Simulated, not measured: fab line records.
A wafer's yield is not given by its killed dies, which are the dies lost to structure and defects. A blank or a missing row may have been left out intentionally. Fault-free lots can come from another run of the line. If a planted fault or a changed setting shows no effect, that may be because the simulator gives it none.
fab line records	flow nand-harc
record lots=15	wafers=45	last-day=24
route steps=1159 shown P_ZERO_WELL@48 P_STI@85 P_GATE@124
lots that met no fault: from a run of the same line without faults
start-h: start of the lot's first displayed wafer, in hours after the record's first day	wait-h: hours from the lot's prior step to this one	" repeats the value in the row above	L1.1+2: a single row standing in for several wafers	- no value, or no start given	* or withheld: withheld	< > ~ a bound
route shown NAME@n: names a module that has steps shown in the file, with the first one's number in the route	usual: mean/standard deviation taken from wafers without a fault	same: alike in all rows	chamber/n: place in a boat	sites: readings site by site	_std_site: standard deviation across them	_edge_site: inner sites' mean taken away from outer sites' mean	radius-mm: how far each site lies from the wafer's centre	mask NAME#n: copy n	behind: the most recent tool/chamber to have shaped the wafer	hold: cause of the lot's hold/its duration in hours/its outcome	device: names the non-switching transistor (n, p or np)	end of line: at the end of the route, the tests of the same wafers	step lacking rows: just its recipe	killed: the dies lost at the first sort to structure and to defects; this is not the yield of the wafer	map: shows each die of a wafer: x if killed, . if not, _ if none is there
set.NAME: the setting the step ran with; set.NAME@STEP: the setting that earlier step ran with	model.NAME: the simulator's own value behind a step, which no gauge read
the route's steps for a sample of lots (tables are steps, rows are wafers)
services: when a tool's chamber went out of use (start-h, in hours from the record's first day, below 0 if earlier), for how many hours, and the reason
## steps
# step NHARC_P_ZERO_WELL_IMPLANT_59
# recipe energy-kev=120	dose-cm2=5e+12	tilt-deg=7
# usual beam-energy-keV=120.00/0.041	beam-on-s=10.04/0.21	implant-ion-amu=11/0
lot.wafer	tool	chamber	start-h	wait-h	beam-energy-keV	beam-on-s	implant-ion-amu
L712.3	implanter-02	0	28.80	0.1	120.01	9.97	11
L712.5	"	0	"	"	119.94	9.94	11
L712.6	"	0	"	"	119.94	9.87	11
L713.2	implanter-02	0	34.76	0.2	119.97	9.93	11
L713.5	"	0	"	"	119.94	9.93	11
L713.6	"	0	"	"	119.98	9.93	11
L715.2	implanter-02	-	46.73	0.2	-	-	-
L715.3	"	-	"	"	-	-	-
L715.4	"	-	"	"	-	-	-
L716.2	implanter-02	-	52.60	0.2	-	-	-
L716.3	"	-	"	"	-	-	-
L716.4	"	-	"	"	-	-	-
L717.1	implanter-02	-	58.62	0.1	-	-	-
L717.2	"	-	"	"	-	-	-
L717.4	"	-	"	"	-	-	-
L719.1	implanter-02	0	70.82	0.2	119.95	9.84	11
L719.2	"	0	"	"	119.91	10.16	11
L719.4	"	0	"	"	119.94	10.09	11
L722.3	implanter-01	0	88.43	0.2	120.02	9.91	11
L722.4	"	0	"	"	120.01	10.35	11
L722.6	"	0	"	"	120.08	10.07	11
L723.1	implanter-01	0	94.62	0.2	119.99	9.59	11
L723.2	"	0	"	"	119.99	10.13	11
L723.4	"	0	"	"	120.04	10.16	11
L725.2	implanter-02	0	106.79	0.2	119.98	9.54	11
L725.3	"	0	"	"	120.00	10.23	11
L725.4	"	0	"	"	120.02	10.40	11
L726.3	implanter-02	0	112.82	0.2	120.01	9.66	11
L726.5	"	0	"	"	120.05	9.97	11
L726.6	"	0	"	"	119.99	9.73	11
L727.3	implanter-02	0	118.60	0.2	119.96	10.24	11
L727.4	"	0	"	"	120.00	9.91	11
L727.5	"	0	"	"	119.99	10.25	11
L728.1	implanter-02	0	124.51	0.1	120.04	9.92	11
L728.2	"	0	"	"	119.95	10.36	11
L728.6	"	0	"	"	119.97	10.34	11
L729.3	implanter-02	0	130.66	0.2	119.94	10.12	11
L729.4	"	0	"	"	119.99	10.15	11
L729.5	"	0	"	"	120.04	9.55	11
L730.3	implanter-01	0	136.65	0.2	120.08	10.16	11
L730.4	"	0	"	"	119.98	10.07	11
L730.6	"	0	"	"	119.98	9.91	11
L733.1	implanter-02	0	154.67	0.1	120.00	9.91	11
L733.3	"	0	"	"	119.98	10.19	11
L733.4	"	0	"	"	119.98	9.86	11
# step NHARC_P_STI_INSPECT_11
# usual raw-defect-count=5.5/2.6
lot.wafer	tool	chamber	start-h	wait-h	raw-defect-count
L712.3	defect-inspect-01	-	50.68	0.1	7
L712.5	"	-	"	"	5
L712.6	"	-	"	"	9
L713.2	defect-inspect-01	-	50.83	0.0	5
L713.5	"	-	"	"	9
L713.6	"	-	"	"	4
L719.1	defect-inspect-02	-	91.04	0.0	5
L719.2	"	-	"	"	4
L719.4	"	-	"	"	2
L722.3	defect-inspect-01	-	107.38	0.0	4
L722.4	"	-	"	"	6
L722.6	"	-	"	"	4
L723.1	defect-inspect-01	-	114.83	0.0	4
L723.2	"	-	"	"	3
L723.4	"	-	"	"	9
L725.2	defect-inspect-02	-	126.77	0.0	5
L725.3	"	-	"	"	5
L725.4	"	-	"	"	3
L726.3	defect-inspect-01	-	130.96	0.0	6
L726.5	"	-	"	"	4
L726.6	"	-	"	"	1
L727.3	defect-inspect-02	-	141.72	0.0	4
L727.4	"	-	"	"	3
L727.5	"	-	"	"	4
L728.1	defect-inspect-01	-	141.89	0.0	2
L728.2	"	-	"	"	10
L728.6	"	-	"	"	2
L729.3	defect-inspect-02	-	149.25	0.0	5
L729.4	"	-	"	"	4
L729.5	"	-	"	"	2
L730.3	defect-inspect-01	-	155.08	0.0	2
L730.4	"	-	"	"	3
L730.6	"	-	"	"	8
L733.1	defect-inspect-02	-	170.06	0.0	2
L733.3	"	-	"	"	7
L733.4	"	-	"	"	5
# step NHARC_P_GATE_DESCUM_13
# recipe time-s=3	o2-flow-sccm=200	ar-flow-sccm=0	bias-power-w=0	chemistry=O2
# usual drypump-motor-current-A=5.8/0.37	oes-product-au=0.999/0.0084	rf-vpp-V=57.9/0.83	showerhead-plenum-p-Torr=1.96/0.087	throttle-valve-pct=11.311/0.0091
lot.wafer	tool	chamber	start-h	wait-h	drypump-motor-current-A	oes-product-au	rf-hours-counter-h	rf-vpp-V	showerhead-plenum-p-Torr	throttle-valve-pct
L713.2	rie-diel-05	3	88.86	-	5.9	0.993	16	57.7	2.04	11.326
L713.6	"	1	"	"	5.3	0.997	-	58.7	2.04	11.339
L713.5	"	2	"	"	6.2	0.998	-	57.1	1.99	11.309
L712.3	rie-diel-05	1	89.03	-	5.3	1.005	16	57.9	2.04	11.312
L712.5	"	3	"	"	5.9	1.002	-	59.1	2.04	11.323
L712.6	"	0	"	"	6.3	0.999	-	57.6	2.01	11.306
L719.2	rie-diel-11	1	130.11	-	6.2	1.008	38	57.8	2.00	11.308
L719.1	"	2	"	"	5.8	0.982	39	58.2	1.92	11.322
L719.4	"	3	"	"	6.5	0.997	25	57.3	1.81	11.313
L722.4	rie-diel-08	3	152.42	-	5.4	1.001	7	57.6	1.86	11.306
L722.3	"	0	"	"	6.2	0.997	6	58.3	2.00	11.311
L722.6	"	0	"	"	6.2	1.004	-	58.2	2.00	11.309
L723.2	rie-diel-05	2	152.46	-	6.2	1.009	36	58.8	1.98	11.320
L723.1	"	1	"	"	5.3	1.008	34	56.1	2.03	11.322
L723.4	"	3	"	"	5.9	1.013	-	58.5	2.03	11.310
L725.3	rie-diel-05	2	163.37	-	6.2	0.996	39	57.3	1.98	11.290
L725.2	"	3	"	"	5.9	0.991	38	57.1	2.03	11.312
L725.4	"	1	"	"	5.3	1.005	-	58.6	2.03	11.318
L726.3	rie-diel-11	0	163.42	-	6.0	1.008	51	57.8	1.97	11.317
L726.6	"	3	"	"	6.5	1.012	-	58.0	1.80	11.305
L726.5	"	0	"	"	6.0	1.006	-	58.7	1.97	11.331
L727.3	rie-diel-08	2	178.22	-	5.3	0.979	19	59.4	2.07	11.307
L727.4	"	3	"	"	5.4	0.999	18	57.3	1.86	11.302
L727.5	"	3	"	"	5.5	0.997	-	58.7	1.86	11.290
L728.2	rie-diel-08	2	178.39	-	5.3	0.986	19	58.6	2.07	11.313
L728.1	"	3	"	"	5.4	0.994	18	58.2	1.86	11.291
L728.6	"	2	"	"	5.4	0.987	-	59.2	2.07	11.322
L729.3	rie-diel-08	1	184.71	-	5.6	1.007	19	56.8	1.80	11.306
L729.4	"	2	"	"	5.4	0.992	21	59.1	2.07	11.308
L729.5	"	2	"	"	5.3	0.994	-	58.7	2.07	11.323
L730.3	rie-diel-05	2	192.78	-	6.2	1.000	3	59.0	1.98	11.316
L730.4	"	2	"	"	6.2	0.996	-	58.0	1.98	11.307
L730.6	"	3	"	"	5.9	0.998	-	58.1	2.03	11.313
L733.1	rie-diel-08	3	205.95	-	5.5	1.005	28	56.9	1.86	11.312
L733.3	"	1	"	"	5.6	0.996	30	58.4	1.80	11.334
L733.4	"	2	"	"	5.4	0.987	29	57.6	2.07	11.312
# step NHARC_P_GATE_OVL_MEAS_27
# usual overlay-x-nm=0.0/1	overlay-y-nm=0.0/0.7
lot.wafer	tool	chamber	start-h	wait-h	overlay-x-nm	overlay-y-nm
L713.2	overlay-01	-	102.62	-	0.9	0.8
L713.5	"	-	"	"	0.7	0.5
L713.6	"	-	"	"	0.6	0.3
L712.3	overlay-01	-	102.79	-	0.8	0.7
L712.5	"	-	"	"	0.4	0.3
L712.6	"	-	"	"	0.4	0.7
L719.1	overlay-01	-	145.51	-	0.2	0.5
L719.2	"	-	"	"	-0.8	0.9
L719.4	"	-	"	"	0.0	0.3
L722.3	overlay-02	-	165.70	-	-0.9	-0.5
L722.4	"	-	"	"	-1.2	-0.6
L722.6	"	-	"	"	-0.6	-0.6
L723.1	overlay-01	-	167.28	-	0.0	0.2
L723.2	"	-	"	"	0.2	0.1
L723.4	"	-	"	"	-0.3	0.5
L725.2	overlay-02	-	179.88	-	-1.9	-0.2
L725.3	"	-	"	"	-2.0	-0.2
L725.4	"	-	"	"	-1.9	0.2
L726.3	overlay-02	-	179.91	-	-0.6	-0.2
L726.5	"	-	"	"	-0.3	0.4
L726.6	"	-	"	"	0.1	0.3
L728.1	overlay-01	-	193.02	-	1.6	-0.2
L728.2	"	-	"	"	1.4	-0.6
L728.6	"	-	"	"	1.8	-0.1
L727.3	overlay-01	-	193.31	-	-0.2	-0.1
L727.4	"	-	"	"	0.4	-0.3
L727.5	"	-	"	"	0.8	-0.4
L729.3	overlay-02	-	198.31	-	0.0	-0.8
L729.4	"	-	"	"	0.4	-0.4
L729.5	"	-	"	"	0.7	-0.7
L730.3	overlay-01	-	206.50	-	0.8	-1.3
L730.4	"	-	"	"	0.6	-0.9
L730.6	"	-	"	"	0.5	-1.2
L733.1	overlay-01	-	221.87	-	-0.6	1.5
L733.3	"	-	"	"	-0.3	1.4
L733.4	"	-	"	"	-1.0	1.6
## services
tool	chamber	start-h	hours	kind
rie-diel-05	3	5.32	6.4	repair
rie-diel-08	0	6.32	-	clean
rie-diel-08	1	6.32	-	clean
rie-diel-08	2	6.32	-	clean
rie-diel-08	3	6.32	-	clean
rie-diel-11	1	10.18	7.4	repair
rie-diel-11	-	12.50	9.0	pm
rie-diel-05	0	20.22	-	clean
rie-diel-05	1	20.22	-	clean
rie-diel-11	3	48.05	4.5	repair
rie-diel-08	1	55.22	8.0	repair
rie-diel-11	3	68.78	9.8	repair
rie-diel-08	2	84.19	23.7	repair
implanter-02	-	85.00	13.0	pm
rie-diel-11	3	101.11	6.2	repair
rie-diel-11	3	108.18	16.1	repair
rie-diel-08	-	124.80	9.0	pm
rie-diel-11	1	144.97	3.7	repair
implanter-02	-	147.37	1.8	repair
rie-diel-05	-	163.62	9.0	pm
rie-diel-05	-	177.75	0.4	repair
implanter-01	-	187.96	1.6	repair
rie-diel-11	-	189.50	9.0	pm
rie-diel-08	-	190.55	2.4	repair
## key
first-sign step=NHARC_P_ZERO_WELL_IMPLANT_59	reading=tool-record	direction=missing
effect none on later readings
met-at NHARC_P_ZERO_WELL_IMPLANT_59
struck-lots L715,L716,L717
later-rows-left-out L715.2,L715.3,L715.4,L716.2,L716.3,L716.4,L717.1,L717.2,L717.4
sort-left-out L715.2,L715.3,L715.4,L716.2,L716.3,L716.4,L717.1,L717.2,L717.4
tester-left-out L715,L716,L717
not-acting-at NHARC_P_STI_INSPECT_11,NHARC_P_GATE_DESCUM_13,NHARC_P_GATE_OVL_MEAS_27
onset-between 34.76 46.73
fault kind=skipped-step-whole	tool=implanter-02	chamber=-	onset-h=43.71	steps=NHARC_P_ZERO_WELL_IMPLANT_59	scope=struck-lots-only
# tester-left-out: of these lots the tester's yield and bins aren't shown, on N5 and GAA mostly nor the transistor test; their killed dies are dies lost to structure and defects alone, not to doping, threshold or leakage, so they don't give the yield
# sort-left-out: the simulated sort isn't trusted on such a fault, so these wafers' sort isn't shown, and their yield isn't known
# later-rows-left-out: the simulator's readings of these wafers behind a module that went badly wrong aren't trusted and aren't shown, but for the sort
